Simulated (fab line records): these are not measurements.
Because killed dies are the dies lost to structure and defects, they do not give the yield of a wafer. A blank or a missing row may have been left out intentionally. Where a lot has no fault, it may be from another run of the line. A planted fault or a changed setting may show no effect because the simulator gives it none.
Check for tools in common / flow nand_harc / 1 lot, 3 wafers sampled

REASON IT WAS OPENED
At NHARC_END_SORT_01 the reading killed_dies is flagged on 1 of 1 lot. No-fault wafers: 31, standard deviation 9.7.
Rule: flag the lot when none of its wafers has a number, or when each of its wafers that has one lies beyond 4 standard deviations from that mean. The other lots count as sound.

lot=L596; measured=day 25 03:33; on=prober-01; killed_dies, wafer by wafer=470 371 436; flag=FLAGGED
On average the flagged lots' numbers are 426, which is +395 against the usual, or +41 standard deviations.

TOOL THAT RAN EACH LOT
3 process steps preceding the reading are held in the record, out of 1159 steps in the route. Each cell gives the tool, then ch followed by the chambers the sampled wafers passed through, then the start.
lot=L596; flag=FLAGGED; NHARC_A_CONTACT_ETCH_30=rie_diel-12 ch 0,1,2, day 22 20:51 or earlier; NHARC_A_CONTACT_ETCH_31=rie_diel-12 ch 1,2, day 22 20:51; NHARC_A_CONTACT_ETCH_138=har_cap_etch-03 ch 0,1, day 22 21:49
What these steps do:
- NHARC_A_CONTACT_ETCH_30: etches the open film in CF4/CHF3, target depth 60.5 nm, time 30.2 s.
- NHARC_A_CONTACT_ETCH_31: etches the open film in O2/COS, target depth 2000 nm, time 520 s.
- NHARC_A_CONTACT_ETCH_138: etches the open film in C4F8/O2/Ar, time 132 s, target depth 1289 nm.
- NHARC_END_SORT_01

FLAGGED OVER TOTAL, TOOL BY TOOL (the gauges that took the reading come last)
step=NHARC_A_CONTACT_ETCH_30; tool=rie_diel-12; lots run=1; flagged=1; share of the flagged lots=all; sound lots run after its first flagged lot=0
step=NHARC_A_CONTACT_ETCH_31; tool=rie_diel-12; lots run=1; flagged=1; share of the flagged lots=all; sound lots run after its first flagged lot=0
step=NHARC_A_CONTACT_ETCH_138; tool=har_cap_etch-03; lots run=1; flagged=1; share of the flagged lots=all; sound lots run after its first flagged lot=0
step=NHARC_END_SORT_01; tool=prober-01; lots run=1; flagged=1; share of the flagged lots=all; sound lots run after its first flagged lot=0
NHARC_A_CONTACT_ETCH_30 gives no start for some lots, so the hours and the order of its lots are those of NHARC_A_CONTACT_ETCH_31.

WHAT IS ALLOWED BY THE TABLE
4 rows of the table ran every flagged lot: rie_diel-12 at NHARC_A_CONTACT_ETCH_30, rie_diel-12 at NHARC_A_CONTACT_ETCH_31, har_cap_etch-03 at NHARC_A_CONTACT_ETCH_138, prober-01 at NHARC_END_SORT_01.
- rie_diel-12 at NHARC_A_CONTACT_ETCH_30: 1 of its 1 lot flagged. It ran no sound lot before its first flagged lot in this sample, so the start can't be narrowed down.
- rie_diel-12 at NHARC_A_CONTACT_ETCH_31: 1 of its 1 lot flagged. It ran no sound lot before its first flagged lot in this sample, so the start can't be narrowed down. Its own readings lie more than 4 standard deviations out on every wafer of the flagged lots: run_length_s.
- har_cap_etch-03 at NHARC_A_CONTACT_ETCH_138: 1 of its 1 lot flagged. It ran no sound lot before its first flagged lot in this sample, so the start can't be narrowed down.
- prober-01 at NHARC_END_SORT_01: 1 of its 1 lot flagged. It ran no sound lot before its first flagged lot in this sample, so the start can't be narrowed down.
Counting lots can't tell these 3 tools apart, because each fits a fault that began at some hour. More lots, or a look at what each step does to the wafer, might.

WHAT THE SIMULATOR HAD PUT IN
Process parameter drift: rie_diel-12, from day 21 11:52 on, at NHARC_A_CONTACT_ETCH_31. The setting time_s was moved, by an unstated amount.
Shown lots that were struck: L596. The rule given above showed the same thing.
